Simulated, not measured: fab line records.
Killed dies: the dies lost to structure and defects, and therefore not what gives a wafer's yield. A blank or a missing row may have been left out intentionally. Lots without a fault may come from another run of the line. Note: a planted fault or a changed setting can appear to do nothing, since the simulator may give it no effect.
Which tool was responsible? | flow nand-harc | 6 lots with 18 wafers sampled at 4 steps, on a route of 1159 steps

== WHAT THE GAUGES SHOWED, per wafer ==
NHARC_A_M1_CD_MEAS_09 targets a cd of 120 nm.
lot  | measured     | on        | cd-nm (nm)
L735 | day 18 02:56 | cd-sem-03 | 119.6 119.8 119.4
L734 | day 18 09:14 | cd-sem-01 | 119.0 118.7 118.3
L742 | day 20 06:15 | cd-sem-02 | 130.6 130.0 130.9
L749 | day 22 03:43 | cd-sem-02 | 119.3 119.8 119.3
L754 | day 22 22:34 | cd-sem-01 | 120.4 119.6 119.6
L755 | day 24 02:07 | cd-sem-02 | 119.6 119.6 119.8

== EACH LOT AND THE TOOL THAT RAN IT (in order: tool; ch and the chambers of the sampled wafers; start) ==
lot  | NHARC_A_BLC_DEGAS_30         | NHARC_A_M0_PRE_CLEAN_29                 | NHARC_A_M1_PEB_07
L735 | pvd-sputter-03, day 17 20:16 | pvd-sputter-03, day 18 02:52 or earlier | litho-track-01 ch 0, day 18 02:52
L734 | pvd-sputter-01, day 18 02:58 | pvd-sputter-01, day 18 09:10 or earlier | litho-track-01 ch 0, day 18 09:10
L742 | pvd-sputter-03, day 19 23:48 | pvd-sputter-03, day 20 06:10 or earlier | litho-track-01 ch 0, day 20 06:10
L749 | pvd-sputter-03, day 21 15:46 | pvd-sputter-02, day 22 03:38 or earlier | litho-track-04 ch 0, day 22 03:38
L754 | pvd-sputter-02, day 22 13:42 | pvd-sputter-02, day 22 22:29 or earlier | litho-track-06 ch 0, day 22 22:29
L755 | pvd-sputter-03, day 23 18:53 | pvd-sputter-01, day 24 02:02 or earlier | litho-track-06 ch 0, day 24 02:02
- NHARC_A_BLC_DEGAS_30: time 60 s.
- NHARC_A_M0_PRE_CLEAN_29: time 30 s.
- NHARC_A_M1_PEB_07: peb time 65 s.

== THE ANSWER, worked out from the rows above alone ==
Rule: the lots themselves supply what counts as usual. Put in order of their means at a reading, lots are off if they are a third of the lots or fewer, leave a main group of 4 or more, and stand apart from it by a gap of 3 or more times the standard deviation of the main group's means; of several such gaps the widest counts. If all means in a main group match to the digits the tables above print for the reading, that group is not used. Also off: a lot with no number at a reading for which 4 or more lots have one. Where the step has rows for the other lots, those lots are counted as sound.
Off at NHARC_A_M1_CD_MEAS_09 (cd-nm): L742. The main group has a mean of 119.5 nm with a standard deviation of 0.41.
If a tool, at a process step before that reading, ran all the lots that are off and no sound lot after the first of them, it fits. Those tools and the gauges at NHARC_A_M1_CD_MEAS_09 are tried in the same way. NHARC_A_M0_PRE_CLEAN_29: start missing for some lots; hours and lot order therefore follow NHARC_A_M1_PEB_07. Can't be told from this: 2 tools fit, pvd-sputter-03 at NHARC_A_M0_PRE_CLEAN_29, litho-track-01 at NHARC_A_M1_PEB_07.

== WHAT HAD BEEN PUT IN BY THE SIMULATOR ==
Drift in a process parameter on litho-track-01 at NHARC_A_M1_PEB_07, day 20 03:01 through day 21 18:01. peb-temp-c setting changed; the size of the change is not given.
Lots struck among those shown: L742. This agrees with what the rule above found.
